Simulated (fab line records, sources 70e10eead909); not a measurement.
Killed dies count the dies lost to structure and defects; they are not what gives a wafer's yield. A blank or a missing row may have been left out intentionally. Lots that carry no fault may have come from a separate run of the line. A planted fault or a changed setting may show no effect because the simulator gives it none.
Struck lot and sound lot, side by side | flow nand-harc | 31 out of 1159 route steps
Sound: these wafers, L136.1, L136.2, L136.4. Struck: wafer L147.4. (L147.3, L147.5 of the same lot were not struck and are left out.) The cause comes at the end.
Each step with rows lists, per side, the tool, then ch with its chambers, then its first start. Under that, the readings that differ: sound wafers | struck wafers | difference of the means | sigmas: that difference in standard deviations of wafers without a fault.
alike: same words and numbers on both sides, and readings whose means sit less than 2 such deviations apart. not compared: any withheld reading, any reading some wafer has no value for, any bound like >300 that may hide the same value, and any number with overlapping values for which the record gives no deviation.
A row with sigmas, a row that says differs or no value, or rows on one side alone: a step with any of these is where the two part. Numbers that don't overlap but have no deviation are shown without sigmas and don't part them. A reading that every wafer of one side lacks parts them only if that side has two wafers or more.

first, 9 steps without rows for these wafers: NHARC_A_ZERO_WELL_DEHYDRATE_02 (time 120 s); NHARC_A_ZERO_WELL_HMDS_03 (time 30 s); NHARC_A_ZERO_WELL_COAT_18 (time 65 s); NHARC_A_ZERO_WELL_COAT_04 (resist thk 600 nm); NHARC_A_ZERO_WELL_SOFTBAKE_05 (time 70 s); NHARC_A_ZERO_WELL_EBR_06; NHARC_A_ZERO_WELL_EXPOSE_07 (exposes mask A ZERO); NHARC_A_ZERO_WELL_PEB_08 (peb time 80 s); NHARC_A_ZERO_WELL_DEVELOP_09 (time 50 s).
NHARC_A_ZERO_WELL_CD_MEAS_10: target cd 2000 nm.
  sound on cd-sem-03 ch 0, day 7 14:53; struck on cd-sem-01 ch 0, day 10 08:05
  alike: cd-nm
then, 1 step without rows for these wafers: NHARC_A_ZERO_WELL_HARDBAKE_11 (time 65 s).
NHARC_A_ZERO_WELL_DESCUM_12: chemistry O2, time 3 s.
  sound on rie-diel-08 ch 0,2,3, day 7 15:03; struck on rie-diel-08 ch 2, day 10 08:15
  alike: drypump-motor-current-A, oes-product-au, rf-vpp-V, showerhead-plenum-p-Torr, throttle-valve-pct
  not compared: rf-hours-counter-h
NHARC_A_ZERO_WELL_ETCH_19: etches the open film in N2/H2, target depth 80 nm, overetch 24 nm, time 87.88 s.
  sound on rie-diel-08 ch 1,2,3, day 7 15:08; struck on rie-diel-08 ch 0, day 10 08:21
  reading                | sound                | struck | difference | sigmas
  throttle-valve-pct (%) | 14.178 14.146 14.167 | 14.184 | +0.020     | +2
  alike: drypump-motor-current-A, oes-product-au, rf-vpp-V, showerhead-plenum-p-Torr
  not compared: rf-hours-counter-h
NHARC_A_ZERO_WELL_ETCH_13: etches the open film in HBr/Cl2, target depth 120 nm, time 40.1 s.
  sound on rie-si-02 ch 0,2,3, day 7 15:15; struck on rie-si-05 ch 1, day 10 08:31
  reading                | sound       | struck | difference | sigmas
  rf-hours-counter-h (h) | 0.8 0.9 0.9 | 1.4    | +0.5       |
  alike: drypump-motor-current-A, oes-product-au, throttle-valve-pct
then, 4 steps without rows for these wafers: NHARC_A_ZERO_WELL_STRIP_14 (strips in SPM, time 900 s); NHARC_A_ZERO_WELL_IMPLANT_15; NHARC_A_ZERO_WELL_PRECLEAN_22 (cleans in SC1, time 60 s); NHARC_A_ZERO_WELL_SRD_23.
NHARC_A_ZERO_WELL_RTA_16: time 10 s.
  sound on rtp-anneal-02 ch 0, day 7 16:10; struck on rtp-anneal-01 ch 0, day 10 09:26
  reading             | sound    | struck | difference | sigmas
  lamp-power-pct (%)  | 26 26 26 | 32     | +6         | +2
  lamp_zone_2_pct (%) | 26 26 26 | 32     | +6         | +2
  alike: wafer_temp_C_max
NHARC_A_ZERO_WELL_INSPECT_17:
  sound on defect-inspect-02, day 7 16:22; struck on defect-inspect-01, day 10 09:37
  reading          | sound   | struck | difference | sigmas
  raw-defect-count | 6 15 16 | 471    | +459       | +72
then, 3 steps without rows for these wafers: NHARC_A_SOURCE_PLATE_PRECLEAN_00 (cleans in HF-LAST, time 60 s); NHARC_A_SOURCE_PLATE_SRD_01; NHARC_A_SOURCE_PLATE_OXIDE_02 (material SiO2, target thk 10 nm, ox time 1362 s).
NHARC_A_SOURCE_PLATE_THK_MEAS_09: measures by ellipsometry.
  sound on film-metro-01, day 7 23:45; struck on film-metro-01, day 10 17:15
  alike: thk-nm
then, 3 steps without rows for these wafers: NHARC_A_SOURCE_PLATE_PVD_04 (deposits WSi2, target thk 50 nm); NHARC_A_SOURCE_PLATE_CVD_03 (deposits poly-Si, target thk 200 nm, time 4000 s); NHARC_A_SOURCE_PLATE_ANNEAL_05 (time 1800 s).
NHARC_A_SOURCE_PLATE_THK_MEAS_06: measures by ellipsometry.
  sound on film-metro-01, day 8 12:36; struck on film-metro-02, day 11 06:50
  alike: thk-nm
NHARC_A_SOURCE_PLATE_INSPECT_08:
  sound on defect-inspect-02, day 8 12:41; struck on defect-inspect-02, day 11 06:55
  reading          | sound    | struck | difference | sigmas
  raw-defect-count | 27 40 37 | 628    | +593       | +22
then NHARC_A_ONON_D1_DEP_00 (target thk 1000 nm), 1 step lacking rows for these wafers.
-- record jumps: 14 days between struck wafers' starts before vs after; left off in module A_ONON_D1, resumes in module END, first step shown is number 1159 of the route --
NHARC_END_SORT_01:
  here the record holds rows for the struck wafers (prober-01 ch 0, day 25 13:18) but none for the sound ones

== WHERE THEY PART ==
At NHARC_A_ZERO_WELL_ETCH_19 first; at NHARC_END_SORT_01 last (within this record only).

WHY: whatever the simulator had introduced
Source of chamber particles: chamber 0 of rie-diel-08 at NHARC_A_ZERO_WELL_ETCH_19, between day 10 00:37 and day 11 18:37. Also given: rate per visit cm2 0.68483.
